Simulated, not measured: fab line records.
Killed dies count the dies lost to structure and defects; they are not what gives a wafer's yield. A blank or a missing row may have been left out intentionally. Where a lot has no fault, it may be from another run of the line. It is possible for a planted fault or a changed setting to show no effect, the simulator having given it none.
Which tool was responsible? -- flow n5-finfet -- Sampling: 9 lots, 27 wafers, 6 of 1938 route steps

== WHAT THE GAUGES READ, wafer by wafer ==
N5_FIN_CUT_INSPECT_17: inspects for defects (brightfield).
lot,measured,on,raw-defect-count
L914,day 3 11:05,defect-inspect-01,134 217 283
L916,day 3 22:40,defect-inspect-01,246 432 279
L917,day 4 05:02,defect-inspect-02,251 268 231
L919,day 4 19:19,defect-inspect-01,640 659 648
L920,day 4 22:22,defect-inspect-01,186 221 235
L924,day 6 00:57,defect-inspect-02,690 705 585
L926,day 6 11:27,defect-inspect-01,209 161 293
L929,day 7 03:37,defect-inspect-02,282 154 124
L930,day 7 10:29,defect-inspect-01,165 230 89

N5_BEOL_M4_RC_MEAS_101.
lot,measured,on,DIBL_N (mV/V),DIBL_P (mV/V),IOFF_N (nA/um),IOFF_P (nA/um),ION_N (uA/um),ION_P (uA/um),SS_N (mV/dec),SS_P (mV/dec),VT_N (mV),VT_P (mV)
L914,day 9 23:21,prober-02,34.2 31.3 34.5,32.2 29.9 33.6,0.12 0.10 0.13,0.14 0.12 0.16,656 651 661,450 447 454,71.6 70.8 70.8,72.6 72.2 72.6,253 254 250,-257 -256 -257
L916,day 10 01:41,prober-01,38.6 36.6 37.7,39.9 37.6 38.0,0.24 0.20 0.22,0.29 0.25 0.26,697 680 693,474 462 470,72.4 71.6 72.3,74.3 73.6 73.6,242 245 245,-245 -248 -248
L917,day 10 05:44,prober-01,36.0 38.7 37.0,34.2 37.7 36.6,0.13 0.18 0.14,0.16 0.20 0.19,669 673 679,453 453 460,71.8 72.5 72.0,73.8 73.7 73.5,254 253 252,-255 -253 -254
L919,day 10 18:38,prober-02,35.9 36.1 36.6,37.2 37.2 37.4,0.18 0.19 0.19,0.21 0.22 0.22,686 687 688,464 464 462,71.9 71.7 72.1,73.5 73.9 73.7,248 248 248,-253 -251 -252
L920,day 11 02:45,prober-01,40.9 40.6 39.4,40.8 40.0 38.3,0.20 0.20 0.18,0.26 0.25 0.22,700 687 697,469 466 470,71.1 71.7 71.0,75.2 74.1 74.0,247 247 249,-249 -249 -250
L924,day 12 04:16,prober-01,35.6 39.0 35.0,35.2 39.3 34.8,0.16 0.24 0.16,0.23 0.31 0.22,679 697 673,463 477 461,71.4 72.2 71.5,73.3 74.0 73.1,251 246 249,-246 -245 -247
L926,day 12 15:52,prober-02,34.0 35.0 33.0,35.0 35.1 33.5,0.12 0.13 0.11,0.19 0.19 0.17,664 669 653,466 453 459,70.8 71.7 70.2,73.1 73.5 72.1,256 253 256,-253 -253 -252
L929,day 13 21:14,prober-02,38.0 38.9 38.2,38.2 39.1 38.4,0.18 0.20 0.18,0.23 0.27 0.23,675 683 682,462 470 469,71.4 72.0 72.5,74.1 74.2 74.7,250 248 248,-248 -247 -247
L930,day 14 02:49,prober-02,36.8 38.6 34.2,36.9 37.4 32.8,0.16 0.20 0.13,0.20 0.21 0.16,672 692 664,463 465 452,71.1 71.9 71.2,73.5 73.9 71.9,249 247 252,-253 -251 -254

== WHAT TOOL EACH LOT RAN ON (gives the tool, then ch and the chambers of the sampled wafers, and finally the start) ==
lot,N5_FIN_CUT_ETCH_21,N5_FIN_CUT_STRIP_24,N5_FIN_CUT_PRECLEAN_35,N5_FIN_CUT_CUT_ETCH_15
L914,"rie-diel-03 ch 1,2, day 3 10:14","rie-diel-03 ch 1,2, day 3 10:34","vapor-etch-02 ch 1, day 3 10:42","rie-si-02 ch 0,2,3, day 3 10:47"
L916,"rie-diel-05 ch 0,2,3, day 3 21:47","rie-diel-05 ch 0,2,3, day 3 22:07","vapor-etch-02 ch 1, day 3 22:14","rie-si-02 ch 0,2, day 3 22:19"
L917,"rie-diel-06 ch 1,2, day 4 04:13","rie-diel-06 ch 1,2, day 4 04:32","vapor-etch-02 ch 0,1, day 4 04:41","rie-si-03 ch 2,3, day 4 04:45"
L919,"rie-diel-03 ch 0,2, day 4 18:29","rie-diel-03 ch 0,2, day 4 18:49","vapor-etch-02 ch 0,1, day 4 18:57","rie-si-01 ch 0,1,3, day 4 19:02"
L920,"rie-diel-03 ch 0,2,3, day 4 21:22","rie-diel-03 ch 0,2,3, day 4 21:41","vapor-etch-01 ch 0,1, day 4 21:50","rie-si-01 ch 0,2,3, day 4 21:55"
L924,"rie-diel-06 ch 1,2,3, day 6 00:05","rie-diel-06 ch 1,2,3, day 6 00:25","vapor-etch-02 ch 0,1, day 6 00:34","rie-si-03 ch 0,1,2, day 6 00:38"
L926,"rie-diel-06 ch 0,1,3, day 6 10:37","rie-diel-06 ch 0,1,3, day 6 10:56","vapor-etch-01 ch 0,1, day 6 11:05","rie-si-02 ch 0,1,2, day 6 11:10"
L929,"rie-diel-05 ch 0,2,3, day 7 02:48","rie-diel-05 ch 0,2,3, day 7 03:08","vapor-etch-01 ch 0,1, day 7 03:17","rie-si-01 ch 1,2, day 7 03:20"
L930,"rie-diel-06 ch 0,3, day 7 09:40","rie-diel-06 ch 0,3, day 7 09:59","vapor-etch-01 ch 0,1, day 7 10:07","rie-si-02 ch 1,3, day 7 10:12"
- N5_FIN_CUT_ETCH_21: etches SOC in N2/H2, target depth 219 nm, overetch 43.8 nm, time 523.5 s.
- N5_FIN_CUT_STRIP_24: strips in CF4.
- N5_FIN_CUT_PRECLEAN_35: cleans in vHF, time 13.3 s.
- N5_FIN_CUT_CUT_ETCH_15: etches Si in HBr/Cl2/O2, target depth 100 nm, bt time 10 s, time 42.4 s.

== AS READ BY THE TOOLS THEMSELVES (means over the sampled wafers that have a number; for cases with no such wafer, the mark the record gives instead) ==
N5_FIN_CUT_ETCH_21.
lot,tool,drypump-motor-current-A (A),n2-flow-sccm (sccm),oes-product-au (a.u.),rf-vpp-V (V),showerhead-plenum-p-Torr (Torr),throttle-valve-pct (%)
L914,rie-diel-03,6.14,200.1,0.76,242.1,2.68,17.4
L916,rie-diel-05,5.78,199.6,0.65,240.8,2.55,17.9
L917,rie-diel-06,5.56,200.6,0.73,241.6,2.63,18.0
L919,rie-diel-03,5.65,199.9,0.87,242.0,2.65,17.7
L920,rie-diel-03,5.59,199.8,0.83,241.6,2.60,17.7
L924,rie-diel-06,5.70,200.7,0.75,241.2,2.56,17.8
L926,rie-diel-06,5.79,199.7,0.73,241.0,2.55,17.6
L929,rie-diel-05,5.76,200.0,0.71,241.1,2.55,17.8
L930,rie-diel-06,6.04,200.3,0.71,241.3,2.50,17.6

N5_FIN_CUT_STRIP_24.
lot,tool,drypump-motor-current-A (A),oes-product-au (a.u.),rf-vpp-V (V),showerhead-plenum-p-Torr (Torr),throttle-valve-pct (%)
L914,rie-diel-03,6.11,0.81,273.7,1.88,13.20
L916,rie-diel-05,5.77,0.69,271.1,1.81,13.78
L917,rie-diel-06,5.55,0.78,272.7,1.85,13.65
L919,rie-diel-03,5.62,0.94,273.3,1.87,13.29
L920,rie-diel-03,5.59,0.89,271.6,1.83,13.38
L924,rie-diel-06,5.71,0.79,271.3,1.80,13.48
L926,rie-diel-06,5.79,0.79,271.4,1.80,13.49
L929,rie-diel-05,5.77,0.76,271.0,1.80,13.64
L930,rie-diel-06,6.03,0.77,271.1,1.76,13.52

N5_FIN_CUT_PRECLEAN_35.
lot,tool,drypump-motor-current-A (A),foreline-p-Torr (Torr)
L914,vapor-etch-02,5.37,0.1280
L916,vapor-etch-02,5.36,0.1278
L917,vapor-etch-02,5.56,0.1281
L919,vapor-etch-02,5.54,0.1280
L920,vapor-etch-01,6.00,0.1280
L924,vapor-etch-02,5.55,0.1283
L926,vapor-etch-01,5.94,0.1281
L929,vapor-etch-01,5.92,0.1282
L930,vapor-etch-01,5.96,0.1283

N5_FIN_CUT_CUT_ETCH_15.
lot,tool,drypump-motor-current-A (A),oes_o_777_au (a.u.),oes-product-au (a.u.),throttle-valve-pct (%)
L914,rie-si-02,5.7,0.98,0.987,37.10
L916,rie-si-02,5.4,0.97,0.987,36.99
L917,rie-si-03,5.9,0.99,0.992,37.13
L919,rie-si-01,6.0,1.00,1.020,37.04
L920,rie-si-01,6.2,1.02,1.018,37.14
L924,rie-si-03,5.1,1.00,1.009,37.32
L926,rie-si-02,5.8,0.99,0.998,37.09
L929,rie-si-01,5.5,0.98,1.001,36.95
L930,rie-si-02,6.2,1.03,1.005,37.37

== THE ANSWER, worked out from the rows above alone ==
Rule: the usual values come from the lots themselves. Put in order of their means at a reading, lots are off if they are a third of the lots or fewer, leave a main group of 4 or more, and stand apart from it by a gap of 3 or more times the standard deviation of the main group's means; of several such gaps the widest counts. A main group whose means are all the same, to the digits that the tables above print for the reading, isn't used. A lot without any number at a reading at which 4 lots or more have one is off too. Where the step has rows for the other lots, those lots are counted as sound. After the gauges, taken in route order, come the tools' own readings; for these a lot's mean is taken, as printed above. At the first step where some lot is off, the reading lying furthest off is the one used; lots without a number count as furthest.
Off: L919, L924, at N5_FIN_CUT_INSPECT_17 (raw-defect-count). The main group: mean 223, standard deviation 47.
A tool fits if, at a process step before that reading, it ran every lot that is off, and no sound lot after the first of them. Gauges at N5_FIN_CUT_INSPECT_17: tried the same way as those tools. One fits: N5_FIN_CUT_PRECLEAN_35 on vapor-etch-02. Its last sound lot is L917 (day 4 04:41), its first lot that is off L919 (day 4 18:57): a fault that began between those two fits.

== WHAT HAD BEEN PUT IN BY THE SIMULATOR ==
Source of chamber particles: vapor-etch-02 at N5_FIN_CUT_PRECLEAN_35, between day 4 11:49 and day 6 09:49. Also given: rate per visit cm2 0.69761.
Lots struck among those shown: L919, L924. This agrees with what the rule above found.
